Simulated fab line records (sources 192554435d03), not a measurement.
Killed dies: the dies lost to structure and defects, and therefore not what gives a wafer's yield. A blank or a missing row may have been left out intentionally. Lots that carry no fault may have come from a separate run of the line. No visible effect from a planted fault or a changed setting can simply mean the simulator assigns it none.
fab line records | flow n5-finfet
record: lots: 7 wafers: 18 last-day: 17
route steps=1938 shown TV_LITHO@1876 TV_OPEN@1887 PASSIVATION@1936
lots that met no fault: taken from a fault-free run of the same line
start-h: start of the lot's first displayed wafer, in hours after the record's first day | wait-h: how many hours have passed since the lot's step before this one | " identical to the entry in the row above | L1.1+2: a row that stands for several wafers | - either no value or no given start | * or withheld: withheld | < > ~ a bound
route shown NAME@n: NAME is a module with steps in the file, n the number in the route of the first one | usual: mean/standard deviation taken from wafers without a fault | same: alike in all rows | chamber/n: place in a boat | sites: per-site readings | _std_site: the standard deviation of these | _edge_site: mean of outer sites minus mean of inner sites | radius-mm: how far each site lies from the wafer's centre | mask NAME#n: copy n | behind: the most recent tool/chamber to have shaped the wafer | hold: what put the lot on hold/how long, in hours/how the hold closed | device: whichever transistor did not switch (one of n, p or np) | end of line: the tests these same wafers got at the end of their route | for a step that has no rows: nothing shown but its recipe | killed: dies lost to structure and defects at the first sort, not the wafer's yield | map: shows each die of a wafer: x if killed, . if not, _ if none is there
set.NAME: the setting the step ran with; set.NAME@STEP: the setting that earlier step ran with | model.NAME: the simulator's own value behind a step, which no gauge read
lots at selected steps of the route; one table per step, one row per wafer
services: from which hour (start-h, from the record's first day; less than 0 if before it) a tool's chamber was out of use, for how many hours, and why
== steps ==
step: N5_PASSIVATION_COAT_04
recipe: spin-rpm: * resist-thk-nm: *
step: N5_PASSIVATION_EBR_06
recipe: solvent: PGMEA ebr-width-mm: 1.5
step: N5_PASSIVATION_SOFTBAKE_05
recipe: temp-c: 100 time-s: 90
step: N5_PASSIVATION_EXPOSE_07
recipe: mask-id: TV na: 0.55 source-shape: conventional sigma-outer: 0.8 polarization: unpolarized defocus-nm: 0 target-cd-nm: 3000 dose-mj: 22.75
step: N5_PASSIVATION_PEB_08
recipe: peb-temp-c: withheld peb-time-s: *
step: N5_PASSIVATION_DEVELOP_09
recipe: develop-time-s: 60 rinse-liquid: diw dry: air-spin dev-temp-c: 21
step: N5_PASSIVATION_HARDBAKE_11
recipe: temp-c: 130 time-s: 120
step: N5_PASSIVATION_CD_MEAS_10
recipe: target-cd-nm: 3000 landing-energy-ev: 500 detector: se-inlens
usual: cd-nm: 2999.5/2.2
columns lot.wafer tool chamber start-h wait-h cd-nm
L425.1 cd-sem-03 0 285.16 - 2997.6
L425.4 " 0 " " 3001.1
L425.6 " 0 " " 2999.9
L426.1 cd-sem-01 0 309.41 - 2998.8
L426.3 " 0 " " 2998.2
L426.4 " 0 " " 2999.1
L434.5 cd-sem-01 0 343.74 - 3000.0
L434.6 " 0 " " 3001.0
L438.2 cd-sem-03 0 352.29 - 2993.8
L438.6 " 0 " " 2995.1
L437.2 cd-sem-01 0 367.33 - 3001.9
L437.5 " 0 " " 3000.0
L442.1 cd-sem-02 0 368.53 - 3000.3
L442.2 " 0 " " 2998.6
L442.6 " 0 " " 2999.1
L446.1 cd-sem-01 0 407.37 - 3002.5
L446.2 " 0 " " 2996.5
L446.5 " 0 " " 3002.1
step: N5_PASSIVATION_OVL_MEAS_60
recipe: points-per-wafer: 44
usual: TV_OVL: -6/5
columns lot.wafer tool chamber start-h wait-h TV_OVL[nm]
L425.1 overlay-02 0 285.19 0.0 -9
L425.4 " 0 " " -11
L425.6 " 0 " " -12
L426.1 overlay-01 0 309.44 0.0 -7
L426.3 " 0 " " -8
L426.4 " 0 " " -11
L434.5 overlay-01 0 343.77 0.0 -9
L434.6 " 0 " " -6
L438.2 overlay-01 0 352.32 0.0 -11
L438.6 " 0 " " -12
L437.2 overlay-01 0 367.36 0.0 -10
L437.5 " 0 " " -3
L442.1 overlay-01 0 368.56 0.0 -1
L442.2 " 0 " " -2
L442.6 " 0 " " -8
L446.1 overlay-02 0 407.40 0.0 -8
L446.2 " 0 " " -3
L446.5 " 0 " " -6
step: N5_PASSIVATION_INSPECT_61
recipe: mode: adi inspect-instrument: macro
usual: raw-defect-count: 2.2/1.4
columns lot.wafer tool chamber start-h wait-h raw-defect-count
L425.1 defect-inspect-02 - 285.22 0.0 1
L425.4 " - " " 4
L425.6 " - " " 2
L426.1 defect-inspect-02 - 309.47 0.0 2
L426.3 " - " " 1
L426.4 " - " " 4
L434.5 defect-inspect-02 - 343.79 0.0 3
L434.6 " - " " 4
L438.2 defect-inspect-02 - 352.34 0.0 1
L438.6 " - " " 1
L437.2 defect-inspect-01 - 367.38 0.0 4
L437.5 " - " " 2
L442.1 defect-inspect-02 - 368.59 0.0 1
L442.2 " - " " 1
L442.6 " - " " 2
L446.1 defect-inspect-01 - 407.43 0.0 4
L446.2 " - " " 1
L446.5 " - " " 3
step: N5_PASSIVATION_DESCUM_12
recipe: chemistry: O2 time-s: 7.9 source-power-w: 50 bias-power-w: 20 pressure-mtorr: 20 rf-frequency-hz: 2.712e+07 temp-c: 40 o2-flow-sccm: 225
usual: chamber-pressure-mTorr: 20.000/0.018 drypump-motor-current-A: 5.5/0.49 oes-product-au: 0.74/0.064 rf-vpp-V: 243.4/1.6 showerhead-plenum-p-Torr: 2.10/0.088 throttle-valve-pct: 20.55/0.24
columns lot.wafer tool chamber start-h wait-h chamber-pressure-mTorr drypump-motor-current-A oes-product-au rf-hours-counter-h rf-vpp-V showerhead-plenum-p-Torr throttle-valve-pct
L425.1 rie-diel-01 0 285.28 0.1 19.998 6.2 0.68 219 242.9 2.16 20.62
L425.4 " 2 " " 20.016 4.8 0.87 48 244.1 2.21 20.34
L425.6 " 0 " " 20.008 6.2 0.69 - 244.1 2.16 20.60
L426.1 rie-diel-03 0 309.50 0.0 20.017 5.3 0.71 214 243.3 2.07 20.70
L426.3 " 1 " " 19.995 5.2 0.71 192 242.5 2.08 20.76
L426.4 " 3 " " 19.959 5.8 0.74 146 243.7 2.18 20.56
L434.5 rie-diel-03 2 344.33 0.5 20.013 6.4 0.70 - 245.5 2.15 20.24
L434.6 " 0 " " 19.998 5.3 0.70 - 241.6 2.06 20.73
L438.2 rie-diel-03 3 353.36 1.0 20.004 5.8 0.72 158 242.9 2.17 20.56
L438.6 " 0 " " 19.988 5.3 0.70 - 242.9 2.06 20.74
L437.2 rie-diel-03 3 367.41 0.0 19.996 5.9 0.72 163 244.9 2.17 20.58
L437.5 " 0 " " 20.037 5.3 0.70 - 243.5 2.06 20.75
L442.1 rie-diel-02 1 368.62 0.0 19.986 4.9 0.99 2 245.7 2.23 19.86
L442.2 " 0 " " 20.014 5.3 0.69 233 241.9 2.05 20.67
L442.6 " 2 " " 20.002 6.1 0.73 - 240.5 1.92 20.87
L446.1 rie-diel-02 2 407.60 0.2 20.003 6.0 0.73 185 240.7 1.91 20.90
L446.2 " 0 " " 20.001 5.3 0.68 244 244.4 2.05 20.70
L446.5 " 2 " " 20.005 6.1 0.72 - 239.8 1.91 20.89
step: N5_PASSIVATION_PASS_ETCH_74
recipe: chemistry: CF4/O2 target: SiNx target-depth-a: 2200 time-s: 110 ion-energy-ev: 100 pressure-mtorr: 40 source-w: 535 bias-w: 49 Ar_flow_sccm: 100 cf4-flow-sccm: 100 O2_flow_sccm: 10
usual: chamber-pressure-mTorr: 39.99/0.036 drypump-motor-current-A: 5.5/0.49 mfc-ar-sccm: 100.04/0.29 oes-product-au: 0.74/0.067 rf-vpp-V: 240/4.8 showerhead-plenum-p-Torr: 2.22/0.087 throttle-valve-pct: 16.15/0.23
columns lot.wafer tool chamber start-h wait-h chamber-pressure-mTorr drypump-motor-current-A mfc-ar-sccm oes-product-au rf-hours-counter-h rf-vpp-V showerhead-plenum-p-Torr throttle-valve-pct
L425.1 rie-diel-01 0 285.34 0.0 39.99 6.2 100.19 0.68 219 241 2.27 16.21
L425.4 " 2 " " 39.94 4.8 100.00 0.88 48 237 2.32 15.85
L425.6 " 0 " " 40.01 6.2 100.25 0.69 - 240 2.27 16.21
L426.1 rie-diel-03 0 309.57 0.0 39.96 5.3 99.99 0.71 214 234 2.19 16.43
L426.3 " 1 " " 39.99 5.2 100.52 0.70 192 234 2.19 16.29
L426.4 " 3 " " 39.96 5.9 99.82 0.73 146 247 2.29 16.09
L434.5 rie-diel-03 2 344.41 0.0 39.97 6.4 99.84 0.70 - 249 2.27 15.94
L434.6 " 0 " " 39.97 5.3 99.90 0.71 - 233 2.19 16.45
L438.2 rie-diel-03 3 353.42 0.0 39.96 5.9 100.18 0.72 158 247 2.28 16.13
L438.6 " 0 " " 39.98 5.3 100.18 0.70 - 235 2.19 16.44
L437.2 rie-diel-03 3 367.48 0.0 40.03 5.8 99.97 0.72 163 247 2.28 16.12
L437.5 " 0 " " 40.06 5.3 99.62 0.69 - 234 2.18 16.47
L442.1 rie-diel-02 1 368.69 0.0 40.01 4.9 99.94 1.00 2 244 2.35 15.37
L442.2 " 0 " " 39.96 5.3 99.67 0.68 233 239 2.18 16.32
L442.6 " 2 " " 40.04 6.1 100.20 0.73 - 239 2.03 16.40
L446.1 rie-diel-02 2 407.66 0.0 40.09 6.1 99.85 0.72 185 240 2.02 16.41
L446.2 " 0 " " 39.96 5.3 99.86 0.68 244 239 2.17 16.33
L446.5 " 2 " " 39.96 6.1 99.87 0.71 - 239 2.03 16.42
step: N5_PASSIVATION_VIA_ETCH_13
recipe: chemistry: CHF3/O2 target: SiO2 target-depth-a: 6600 CHF3_flow_sccm: 50 O2_flow_sccm: 5 Ar_flow_sccm: 200 time-s: 330 mask-material: PR pressure-mtorr: 30 source-w: 650 bias-w: 170 ion-energy-ev: 200 ends: cleared
usual: chamber-pressure-mTorr: 30.002/0.03 drypump-motor-current-A: 5.5/0.49 etch-rf-on-time-s: 236/4.1 mfc-ar-sccm: 199.8/0.58 oes-product-au: 0.67/0.059 rf-vpp-V: 521/10 showerhead-plenum-p-Torr: 2.43/0.097 throttle-valve-pct: 19.07/0.22
columns lot.wafer tool chamber start-h wait-h chamber-pressure-mTorr drypump-motor-current-A etch-rf-on-time-s mfc-ar-sccm oes-product-au rf-hours-counter-h rf-vpp-V showerhead-plenum-p-Torr throttle-valve-pct
L425.1 rie-diel-01 0 285.43 0.0 30.016 6.2 241 199.8 0.62 219 522 2.48 19.00
L425.4 " 2 " " 29.983 4.8 233 199.2 0.78 48 517 2.55 18.88
L425.6 " 0 " " 30.096 6.2 239 198.8 0.62 - 521 2.48 19.01
L426.1 rie-diel-03 0 309.66 0.0 30.006 5.3 233 200.2 0.64 214 505 2.39 19.25
L426.3 " 1 " " 30.043 5.2 234 200.4 0.64 192 505 2.40 19.20
L426.4 " 3 " " 30.002 5.9 239 200.2 0.66 147 537 2.50 18.99
L434.5 rie-diel-03 2 344.55 0.1 30.023 6.4 238 200.1 0.63 - 537 2.49 18.81
L434.6 " 0 " " 29.980 5.3 159 200.2 0.81 - 509 2.39 19.33
L438.2 rie-diel-03 3 353.52 0.0 29.953 5.8 166 199.7 0.83 158 536 2.50 19.06
L438.6 " 0 " " 30.031 5.3 163 199.7 0.80 - 507 2.38 19.34
L437.2 rie-diel-03 3 367.57 0.0 30.003 5.8 162 199.3 0.83 163 537 2.49 19.07
L437.5 " 0 " " 30.037 5.3 238 200.5 0.62 - 507 2.38 19.30
L442.1 rie-diel-02 1 368.78 0.0 30.016 4.9 226 200.5 0.91 2 534 2.58 18.37
L442.2 " 0 " " 29.982 5.3 237 199.2 0.62 233 522 2.39 19.30
L442.6 " 2 " " 29.974 6.1 240 199.8 0.65 - 520 2.22 19.30
L446.1 rie-diel-02 2 407.76 0.0 29.988 6.1 235 200.4 0.65 185 522 2.21 19.32
L446.2 " 0 " " 30.044 5.3 241 200.2 0.61 244 522 2.39 19.34
L446.5 " 2 " " 29.987 6.1 235 200.0 0.65 - 521 2.21 19.33
step: N5_PASSIVATION_STRIP_14
recipe: chemistry: O2 power-w: 600 temp-c: 60 pressure-mtorr: 30 rf-frequency-hz: 6e+07 bias-power-w: 0 overash-fraction: 0.5 o2-flow-sccm: 225
usual: chamber-pressure-mTorr: 30.00/0.052 drypump-motor-current-A: 5.5/0.49 oes-product-au: 0.74/0.065 rf-vpp-V: 3.7/0.88 showerhead-plenum-p-Torr: 2.11/0.088 throttle-valve-pct: 16.81/0.24
same: overash-fraction: 0.5
columns lot.wafer tool chamber start-h wait-h chamber-pressure-mTorr drypump-motor-current-A oes-product-au rf-hours-counter-h rf-vpp-V showerhead-plenum-p-Torr throttle-valve-pct
L425.1 rie-diel-01 0 285.63 0.1 30.03 6.1 0.68 219 4.7 2.17 16.88
L425.4 " 2 " " 30.04 4.8 0.88 48 4.0 2.21 16.56
L425.6 " 0 " " 29.99 6.2 0.71 - 2.7 2.17 16.87
L426.1 rie-diel-03 0 309.86 0.1 30.10 5.3 0.70 214 5.9 2.07 17.02
L426.3 " 1 " " 29.98 5.2 0.71 192 3.8 2.08 17.02
L426.4 " 3 " " 30.04 5.8 0.74 147 3.5 2.18 16.75
L434.5 rie-diel-03 2 344.67 0.0 29.99 6.4 0.71 - 5.0 2.15 16.55
L434.6 " 0 " " 30.01 5.3 0.71 - 2.7 2.07 17.02
L438.2 rie-diel-03 3 353.71 0.1 30.10 5.9 0.71 158 3.4 2.18 16.80
L438.6 " 0 " " 30.07 5.3 0.70 - 3.5 2.07 17.04
L437.2 rie-diel-03 3 367.77 0.1 29.98 5.8 0.74 163 3.4 2.18 16.81
L437.5 " 0 " " 30.14 5.3 0.70 - 3.7 2.06 17.06
L442.1 rie-diel-02 1 368.98 0.1 30.03 4.9 1.01 3 5.3 2.23 16.06
L442.2 " 0 " " 29.93 5.3 0.69 233 3.8 2.06 16.95
L442.6 " 2 " " 29.95 6.1 0.73 - 2.8 1.92 17.07
L446.1 rie-diel-02 2 407.95 0.1 29.96 6.1 0.73 185 5.2 1.92 17.12
L446.2 " 0 " " 29.99 5.3 0.68 244 2.5 2.05 16.99
L446.5 " 2 " " 29.89 6.1 0.72 - 2.9 1.92 17.14
step: N5_PASSIVATION_PROBE_49
usual: defect-limited-yield: 91.6/1.2 killed_at_M0_to_M3: 33/9.4 killed_at_M4_up: 13/5.2 killed-at-contacts: 13/5.6 killed-at-front-end: 37/9.5 killed-at-other: 4/3.1 killed-dies: 99/15 killed-on-rim: 13/3.6 killed-open: 65/11 killed-short: 32/7.5 sort_bin_5_function: 4.9/0.77 sort_bin_6_memory: 3.1/0.65 sort_bin_8_speed: 0.01/0.056 sort-n-pass: 1081/15 sort-yield-pct: 91.6/1.2
same: gross-dies: 1180 killed-at-back-side: 0 sort_bin_4_leakage[%]: 0
columns lot.wafer tool chamber start-h wait-h defect-limited-yield[%] killed_at_M0_to_M3 killed_at_M4_up killed-at-contacts killed-at-front-end killed-at-other killed-dies killed-on-rim killed-open killed-short sort_bin_5_function[%] sort_bin_6_memory[%] sort_bin_8_speed[%] sort-n-pass sort-yield-pct[%]
L425.1 prober-01 - 292.31 0.0 90.4 44 9 19 35 6 113 9 68 44 5.5 3.6 0 1067 90.4
L425.4 prober-01 - 292.46 0.2 91.2 31 11 21 36 5 104 18 63 37 4.7 3.6 0 1076 91.2
L425.6 prober-01 - 292.56 0.3 90.2 31 17 20 44 4 116 18 79 36 5.8 3.8 0.51 1058 89.7
L426.1 prober-02 - 317.59 0.0 92.0 33 8 13 35 5 94 12 62 32 5.2 2.1 0 1086 92.0
L426.3 prober-02 - 317.69 0.1 90.1 26 20 14 53 4 117 16 83 34 6.0 3.6 0 1063 90.1
L426.4 prober-02 - 317.74 0.2 91.9 21 13 12 42 8 96 10 72 23 5.5 2.5 0 1084 91.9
L434.5 prober-02 - 351.13 0.2 92.3 17 12 22 40 0 91 14 67 19 4.5 2.8 0 1089 92.3
L434.6 prober-02 - 351.18 0.3 89.9 36 11 25 45 2 119 15 80 38 6.2 3.7 0 1061 89.9
L438.2 prober-01 - 360.15 0.1 92.0 38 9 8 35 4 94 13 70 24 4.4 3.2 0 1086 92.0
L438.6 prober-01 - 360.35 0.3 91.0 38 8 11 40 9 106 15 70 36 4.7 3.8 0 1074 91.0
L437.2 prober-02 - 374.41 0.1 91.5 29 15 16 39 1 100 14 69 30 4.7 3.4 0 1080 91.5
L437.5 prober-02 - 374.56 0.2 92.8 22 18 6 39 0 85 15 52 33 4.1 3.0 0 1095 92.8
L442.1 prober-01 - 376.33 0.0 89.9 38 7 13 60 1 119 14 74 39 5.2 4.4 0 1061 89.9
L442.2 prober-01 - 376.38 0.1 90.2 40 9 15 52 0 116 14 71 44 6.2 3.6 0.08 1063 90.1
L442.6 prober-01 - 376.58 0.3 91.4 24 7 18 51 2 102 18 74 27 5.1 3.1 0 1078 91.4
L446.1 prober-01 - 414.14 0.0 90.2 25 30 11 42 8 116 16 79 35 5.7 4.0 0 1064 90.2
L446.2 prober-01 - 414.19 0.1 92.1 23 19 6 37 8 93 10 64 29 5.3 2.5 0 1087 92.1
L446.5 prober-01 - 414.34 0.2 91.1 37 18 8 31 11 105 18 70 31 5.7 2.8 0 1075 91.1
killed by level:class
L425.1 BEOL_M3:geometric-particle:open=15 MOL_CONTACT_COAG:geometric-particle:open=13 BEOL_M1:geometric-particle:short=7 DUMMY_GATE:geometric-particle:open=7 STI_FIN_REVEAL:geometric-particle:open=6 MOL_CONTACT_COAG:geometric-particle:short=6 BEOL_M0_SAQP:geometric-particle:short=6 BEOL_M0_SAQP:geometric-particle:open=6
L425.4 MOL_CONTACT_COAG:geometric-particle:open=17 FIN_SAQP:geometric-particle:short=11 BEOL_M2:geometric-particle:open=8 BEOL_M3:geometric-particle:open=8 FIN_SAQP:geometric-particle:open=5 STI_FIN_REVEAL:geometric-particle:open=5 BEOL_M0_SAQP:geometric-particle:open=5 BEOL_M4:geometric-particle:open=4
L425.6 MOL_CONTACT_COAG:geometric-particle:open=17 FIN_SAQP:geometric-particle:short=11 BEOL_M3:geometric-particle:open=10 BEOL_M4:geometric-particle:open=10 DUMMY_GATE:geometric-particle:open=9 STI_FIN_REVEAL:geometric-particle:open=7 FIN_SAQP:geometric-particle:open=6 SPACER0:geometric-particle:short=5
L426.1 MOL_CONTACT_COAG:geometric-particle:open=11 BEOL_M1:geometric-particle:open=11 STI_FIN_REVEAL:geometric-particle:open=8 FIN_SAQP:geometric-particle:open=6 BEOL_M1:geometric-particle:short=6 FIN_SAQP:geometric-particle:short=5 GATE_CUT:geometric-particle:short=5 BEOL_M0:geometric-particle:open=4
L426.3 STI_FIN_REVEAL:geometric-particle:open=19 MOL_CONTACT_COAG:geometric-particle:open=12 FIN_SAQP:geometric-particle:open=8 FIN_SAQP:geometric-particle:short=7 BEOL_M4:geometric-particle:open=7 BEOL_M6:geometric-particle:open=6 BEOL_M1:geometric-particle:open=5 BEOL_M3:geometric-particle:open=5
L426.4 STI_FIN_REVEAL:geometric-particle:open=14 MOL_CONTACT_COAG:geometric-particle:open=10 FIN_SAQP:geometric-particle:open=6 FIN_SAQP:geometric-particle:short=6 BEOL_M3:geometric-particle:open=6 BEOL_M4:geometric-particle:open=6 PASS1_CAP:geometric-particle:open=6 STI_FIN_REVEAL:geometric-particle:short=4
L434.5 MOL_CONTACT_COAG:geometric-particle:open=17 FIN_SAQP:geometric-particle:open=11 DUMMY_GATE:geometric-particle:open=7 MOL_CONTACT_COAG:geometric-particle:short=5 BEOL_M0:geometric-particle:open=5 BEOL_M1:geometric-particle:open=5 FIN_SAQP:geometric-particle:short=4 BEOL_M5:geometric-particle:open=4
L434.6 MOL_CONTACT_COAG:geometric-particle:open=21 FIN_SAQP:geometric-particle:short=12 STI_FIN_REVEAL:geometric-particle:open=10 BEOL_M0_SAQP:geometric-particle:open=8 FIN_SAQP:geometric-particle:open=6 BEOL_M4:geometric-particle:open=6 BEOL_M1:geometric-particle:open=6 BEOL_M3:geometric-particle:open=6
L438.2 BEOL_M3:geometric-particle:open=10 MOL_CONTACT_COAG:geometric-particle:open=8 BEOL_M0:geometric-particle:open=8 FIN_SAQP:geometric-particle:short=7 FIN_SAQP:geometric-particle:open=6 BEOL_M2:geometric-particle:open=6 STI_FIN_REVEAL:geometric-particle:open=5 BEOL_M0_SAQP:geometric-particle:open=5
L438.6 BEOL_M3:geometric-particle:open=15 FIN_SAQP:geometric-particle:short=14 MOL_CONTACT_COAG:geometric-particle:open=7 STI_FIN_REVEAL:geometric-particle:open=5 BEOL_M0_SAQP:geometric-particle:open=5 BEOL_M2:geometric-particle:open=5 PASS1_CAP:geometric-particle:open=5 FIN_SAQP:geometric-particle:open=4
L437.2 MOL_CONTACT_COAG:geometric-particle:open=12 STI_FIN_REVEAL:geometric-particle:open=11 BEOL_M4:geometric-particle:open=10 BEOL_M3:geometric-particle:open=9 GATE_CUT:geometric-particle:short=6 BEOL_M0_SAQP:geometric-particle:open=6 FIN_SAQP:geometric-particle:open=4 MOL_CONTACT_COAG:geometric-particle:short=4
L437.5 FIN_SAQP:geometric-particle:open=6 DUMMY_GATE:geometric-particle:open=6 BEOL_M1:geometric-particle:open=6 MOL_CONTACT_COAG:geometric-particle:open=5 BEOL_M4:geometric-particle:open=5 STARTING-WAFER:geometric-particle:short=5 STI_FIN_REVEAL:geometric-particle:open=4 BEOL_M1:geometric-particle:short=4
L442.1 FIN_SAQP:geometric-particle:open=24 BEOL_M0_SAQP:geometric-particle:short=12 MOL_CONTACT_COAG:geometric-particle:open=10 BEOL_M0_SAQP:geometric-particle:open=10 FIN_SAQP:geometric-particle:short=8 GATE_CUT:geometric-particle:short=5 HKMG_FIN:area-etch=5 STI_FIN_REVEAL:geometric-particle:open=4
L442.2 FIN_SAQP:geometric-particle:open=17 FIN_SAQP:geometric-particle:short=13 MOL_CONTACT_COAG:geometric-particle:open=12 BEOL_M3:geometric-particle:open=10 BEOL_M0_SAQP:geometric-particle:short=9 BEOL_M0_SAQP:geometric-particle:open=7 BEOL_M2:geometric-particle:open=7 STI_FIN_REVEAL:geometric-particle:open=5
L442.6 FIN_SAQP:geometric-particle:open=22 MOL_CONTACT_COAG:geometric-particle:open=16 FIN_SAQP:geometric-particle:short=9 BEOL_M3:geometric-particle:open=8 BEOL_M4:geometric-particle:open=6 BEOL_M0_SAQP:geometric-particle:short=5 ILD0:geometric-particle:open=4 GATE_CUT:geometric-particle:short=4
L446.1 BEOL_M4:geometric-particle:open=13 STI_FIN_REVEAL:geometric-particle:open=12 BEOL_M2:geometric-particle:open=9 FIN_SAQP:geometric-particle:short=8 MOL_CONTACT_COAG:geometric-particle:open=8 FIN_SAQP:geometric-particle:open=6 BEOL_M0_SAQP:geometric-particle:short=6 BEOL_M6:geometric-particle:open=4
L446.2 STI_FIN_REVEAL:geometric-particle:open=10 BEOL_M4:geometric-particle:open=9 BEOL_M2:geometric-particle:open=8 BEOL_M0_SAQP:geometric-particle:open=6 FIN_SAQP:geometric-particle:short=5 GATE_CUT:geometric-particle:short=5 MOL_CONTACT_COAG:geometric-particle:open=5 STARTING-WAFER:geometric-particle:short=4
L446.5 BEOL_M1:geometric-particle:open=14 MOL_CONTACT_COAG:geometric-particle:open=8 BEOL_M2:geometric-particle:open=8 BEOL_M4:geometric-particle:open=8 STI_FIN_REVEAL:geometric-particle:open=7 FIN_SAQP:geometric-particle:short=3 STI_FIN_REVEAL:geometric-particle:short=3 DUMMY_GATE:geometric-particle:open=3
== services ==
columns tool chamber start-h hours kind
rie-diel-02 2 286.38 3.2 repair
rie-diel-03 3 322.36 15.4 repair
rie-diel-02 1 334.87 - clean
rie-diel-02 1 334.87 - consumable-replace:focus-ring
rie-diel-02 1 334.87 - consumable-replace:showerhead
rie-diel-02 1 334.87 27.6 scheduled-down
rie-diel-02 1 334.87 27.6 vent-cycle
rie-diel-03 1 337.77 14.5 repair
rie-diel-01 - 341.60 14.6 pm
rie-diel-03 0 382.92 3.2 repair
rie-diel-03 2 389.57 5.6 repair
rie-diel-01 0 407.77 - clean
== key ==
first-sign: step: N5_PASSIVATION_VIA_ETCH_13 reading: etch-rf-on-time-s direction: down sigmas: 18 usual: * struck: *
effect: step: N5_PASSIVATION_VIA_ETCH_13 reading: oes-product-au direction: up sigmas: 2.5 usual: 0.67 struck: 0.82
met-at N5_PASSIVATION_VIA_ETCH_13
struck-wafers L434.6,L437.2,L438.2,L438.6
onset-between 309.66 344.55
fault: kind: process-parameter-drift tool: rie-diel-03 chamber: - onset-h: 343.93 steps: N5_PASSIVATION_VIA_ETCH_13 channel: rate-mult offset: 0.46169 shape: step end-h: 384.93 scope: struck-wafers-only
